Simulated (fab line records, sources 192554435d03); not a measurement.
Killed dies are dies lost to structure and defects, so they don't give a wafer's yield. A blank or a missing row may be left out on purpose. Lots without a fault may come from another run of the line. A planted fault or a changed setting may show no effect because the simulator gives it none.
One fault seen from 2 desks | flow n5_finfet | each desk has only its own numbers; what lay behind them comes last

THE TOOL OWNER'S DESK: cvd_co-01
The tool's own readings at N5_BEOL_M1_CVD_47 (deposits Co from CCTBA/H2, target thk 3 nm, time 223.8 s): means of the sampled wafers that have a number, for each lot that ran on this tool. A lot is out of limits, marked OUT, if its mean lies more than 4 standard deviations from the usual mean; the brackets give that distance.
Columns: A = chamber_pressure_Torr at N5_BEOL_M1_CVD_47, usual 29.99 Torr; B = run_length_s at N5_BEOL_M1_CVD_47, usual 246.8 s
lot  | first seen here | A     | B
L166 | day 6 18:33     | 30.06 | 246.9
L167 | day 6 18:37     | 29.95 | 246.4
L172 | day 8 01:14     | 30.02 | 247.3
L173 | day 8 04:24     | 29.94 | 247.1
L175 | day 8 17:30     | 29.96 | 246.8
L181 | day 10 03:55    | 29.99 | 354.9 (+99 or more) OUT
L185 | day 11 07:59    | 30.00 | 300.3 (+81) OUT
This desk's finding: out of limits on L181, L185; first on L181, day 10 03:55 (run_length_s at N5_BEOL_M1_CVD_47). In limits: L166, L167, L172, L173, L175.

THE METROLOGY DESK
What the gauges read, lot by lot, whatever tool the lot ran on: means of the sampled wafers that have a number. A lot is out of limits, marked OUT, if its mean lies more than 4 standard deviations from the usual mean; the brackets give that distance. Of its 10 readings 7 are shown: those that lie furthest out on some lot.
Columns: A = DIBL_N at N5_BEOL_M4_RC_MEAS_101, usual 35.9 mV/V; B = IOFF_N at N5_BEOL_M4_RC_MEAS_101, usual 0.16 nA/um; C = IOFF_P at N5_BEOL_M4_RC_MEAS_101, usual 0.21 nA/um; D = ION_P at N5_BEOL_M4_RC_MEAS_101, usual 464 uA/um; E = SS_P at N5_BEOL_M4_RC_MEAS_101, usual 73.2 mV/dec; F = VT_N at N5_BEOL_M4_RC_MEAS_101, usual 249 mV; G = VT_P at N5_BEOL_M4_RC_MEAS_101, usual -250 mV
lot  | first seen here | A    | B    | C    | D   | E    | F   | G
L166 | day 8 07:40     | 38.2 | 0.21 | 0.26 | 474 | 73.8 | 244 | -247
L167 | day 8 10:04     | 35.1 | 0.14 | 0.16 | 460 | 73.2 | 249 | -254
L171 | day 9 08:16     | 35.6 | 0.14 | 0.15 | 449 | 73.1 | 251 | -258
L172 | day 9 16:58     | 35.6 | 0.17 | 0.21 | 473 | 73.5 | 246 | -251
L173 | day 10 01:32    | 38.7 | 0.20 | 0.23 | 457 | 74.3 | 249 | -253
L175 | day 10 10:39    | 35.0 | 0.14 | 0.17 | 454 | 72.6 | 250 | -252
L178 | day 11 10:10    | 34.7 | 0.15 | 0.22 | 462 | 72.8 | 251 | -247
L181 | day 11 18:02    | 35.8 | 0.15 | 0.19 | 466 | 72.8 | 251 | -252
L180 | day 12 00:59    | 36.3 | 0.17 | 0.23 | 478 | 73.4 | 247 | -248
L185 | day 12 21:04    | 34.6 | 0.13 | 0.16 | 455 | 72.9 | 253 | -255
This desk's finding: nothing out of limits on any of the 10 lots.

PUT TOGETHER
The tool owner's desk could have raised an alarm at day 10 03:55, on L181, L185.
The metrology desk saw nothing out of limits.
The metrology desk has L181, L185 on record, within its limits.
Of the lots named, all ran N5_BEOL_M1_CVD_47 on cvd_co-01.

WHAT THE SIMULATOR HAD PUT IN
Process parameter drift: cvd_co-01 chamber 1, from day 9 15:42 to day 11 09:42, at N5_BEOL_M1_CVD_47. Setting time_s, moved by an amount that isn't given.
Lots struck among those shown: L181, L185.
Hours from the fault's start to each desk's first reading out of limits: the tool owner's desk, 12.
